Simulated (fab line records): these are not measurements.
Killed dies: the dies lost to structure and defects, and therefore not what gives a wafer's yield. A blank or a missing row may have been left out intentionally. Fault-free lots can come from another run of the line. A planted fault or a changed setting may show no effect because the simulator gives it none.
Matching of chambers :: flow n5_finfet :: pecvd-03 running N5_BEOL_M0_DEP_125: 3 sister chambers
The step deposits SiCN from 3MS/NH3, target thk 8 nm, time 14 s. 24 wafers are shown with their chamber, then 12 later ones without.

== WAFERS, EACH WITH ITS CHAMBER ==
wafer: L075.1
chamber: 2
throttle_valve_pct (%): 8.3
showerhead_plenum_p_Torr (Torr): 3.639

wafer: L075.3
chamber: 1
throttle_valve_pct (%): 9.7
showerhead_plenum_p_Torr (Torr): 3.676

wafer: L075.6
chamber: 0
throttle_valve_pct (%): 8.9
showerhead_plenum_p_Torr (Torr): 3.672

wafer: L076.1
chamber: 1
throttle_valve_pct (%): 9.5
showerhead_plenum_p_Torr (Torr): 3.663

wafer: L076.2
chamber: 0
throttle_valve_pct (%): 8.8
showerhead_plenum_p_Torr (Torr): 3.664

wafer: L076.3
chamber: 2
throttle_valve_pct (%): 8.3
showerhead_plenum_p_Torr (Torr): 3.659

wafer: L076.4
chamber: 1
throttle_valve_pct (%): 9.6
showerhead_plenum_p_Torr (Torr): 3.666

wafer: L076.5
chamber: 0
throttle_valve_pct (%): 8.8
showerhead_plenum_p_Torr (Torr): 3.662

wafer: L076.6
chamber: 2
throttle_valve_pct (%): 8.2
showerhead_plenum_p_Torr (Torr): 3.649

wafer: L078.2
chamber: 2
throttle_valve_pct (%): 8.2
showerhead_plenum_p_Torr (Torr): 3.651

wafer: L078.4
chamber: 2
throttle_valve_pct (%): 8.6
showerhead_plenum_p_Torr (Torr): 3.640

wafer: L078.6
chamber: 0
throttle_valve_pct (%): 8.9
showerhead_plenum_p_Torr (Torr): 3.665

wafer: L085.1
chamber: 1
throttle_valve_pct (%): 9.5
showerhead_plenum_p_Torr (Torr): 3.676

wafer: L085.2
chamber: 2
throttle_valve_pct (%): 8.3
showerhead_plenum_p_Torr (Torr): 3.642

wafer: L085.3
chamber: 0
throttle_valve_pct (%): 8.7
showerhead_plenum_p_Torr (Torr): 3.675

wafer: L088.3
chamber: 0
throttle_valve_pct (%): 8.8
showerhead_plenum_p_Torr (Torr): 3.669

wafer: L088.5
chamber: 2
throttle_valve_pct (%): 8.4
showerhead_plenum_p_Torr (Torr): 3.647

wafer: L088.6
chamber: 1
throttle_valve_pct (%): 9.6
showerhead_plenum_p_Torr (Torr): 3.672

wafer: L089.1
chamber: 0
throttle_valve_pct (%): 9.0
showerhead_plenum_p_Torr (Torr): 3.673

wafer: L089.2
chamber: 1
throttle_valve_pct (%): 9.5
showerhead_plenum_p_Torr (Torr): 3.666

wafer: L089.3
chamber: 0
throttle_valve_pct (%): 9.2
showerhead_plenum_p_Torr (Torr): 3.666

wafer: L089.4
chamber: 1
throttle_valve_pct (%): 9.5
showerhead_plenum_p_Torr (Torr): 3.674

wafer: L089.5
chamber: 0
throttle_valve_pct (%): 9.0
showerhead_plenum_p_Torr (Torr): 3.655

wafer: L089.6
chamber: 1
throttle_valve_pct (%): 9.6
showerhead_plenum_p_Torr (Torr): 3.670

SIGNATURES (means of the wafers above)
reading: throttle_valve_pct
chamber 0: 8.900
chamber 1: 9.562
chamber 2: 8.329
scatter within a chamber: 0.126

reading: showerhead_plenum_p_Torr
chamber 0: 3.66678
chamber 1: 3.67037
chamber 2: 3.64671
scatter within a chamber: 0.00611
Rule: for each reading, subtract the chamber's mean from the wafer's reading, divide by that reading's scatter and square the result; add these up over the readings and take the root, which gives the wafer's distance from the chamber. The wafer belongs to the nearest chamber; if the next one is less than 2 further off, it can't be placed. The scatter is the square root of a quotient: the sum, over the shown wafers, of each reading's squared deviation from its chamber's mean, divided by wafers minus chambers.

== WAFERS MISSING THEIR CHAMBER ==
wafer: L092.1
throttle_valve_pct (%): 9.1
showerhead_plenum_p_Torr (Torr): 3.668

wafer: L092.4
throttle_valve_pct (%): 9.0
showerhead_plenum_p_Torr (Torr): 3.665

wafer: L092.6
throttle_valve_pct (%): 8.0
showerhead_plenum_p_Torr (Torr): 3.643

wafer: L093.1
throttle_valve_pct (%): 8.1
showerhead_plenum_p_Torr (Torr): 3.644

wafer: L093.5
throttle_valve_pct (%): 8.3
showerhead_plenum_p_Torr (Torr): 3.640

wafer: L093.6
throttle_valve_pct (%): 9.7
showerhead_plenum_p_Torr (Torr): 3.662

wafer: L096.2
throttle_valve_pct (%): 8.0
showerhead_plenum_p_Torr (Torr): 3.646

wafer: L096.3
throttle_valve_pct (%): 8.4
showerhead_plenum_p_Torr (Torr): 3.650

wafer: L096.4
throttle_valve_pct (%): 9.4
showerhead_plenum_p_Torr (Torr): 3.675

wafer: L097.1
throttle_valve_pct (%): 8.3
showerhead_plenum_p_Torr (Torr): 3.640

wafer: L097.2
throttle_valve_pct (%): 9.1
showerhead_plenum_p_Torr (Torr): 3.669

wafer: L097.4
throttle_valve_pct (%): 8.7
showerhead_plenum_p_Torr (Torr): 3.657

== WHICH CHAMBER EACH ONE RAN IN ==
wafer: L092.1
from the rows above: 0
in truth: 0

wafer: L092.4
from the rows above: 0
in truth: 0

wafer: L092.6
from the rows above: 2
in truth: 2

wafer: L093.1
from the rows above: 2
in truth: 2

wafer: L093.5
from the rows above: 2
in truth: 2

wafer: L093.6
from the rows above: 1
in truth: 1

wafer: L096.2
from the rows above: 2
in truth: 2

wafer: L096.3
from the rows above: 2
in truth: 2

wafer: L096.4
from the rows above: 1
in truth: 1

wafer: L097.1
from the rows above: 2
in truth: 2

wafer: L097.2
from the rows above: 0
in truth: 0

wafer: L097.4
from the rows above: can't be placed: 0 or 2
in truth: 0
11 of 12 placed correctly. Not placeable from these rows: 1 (in 1, the candidates include the true chamber). Placed wrongly: 0.
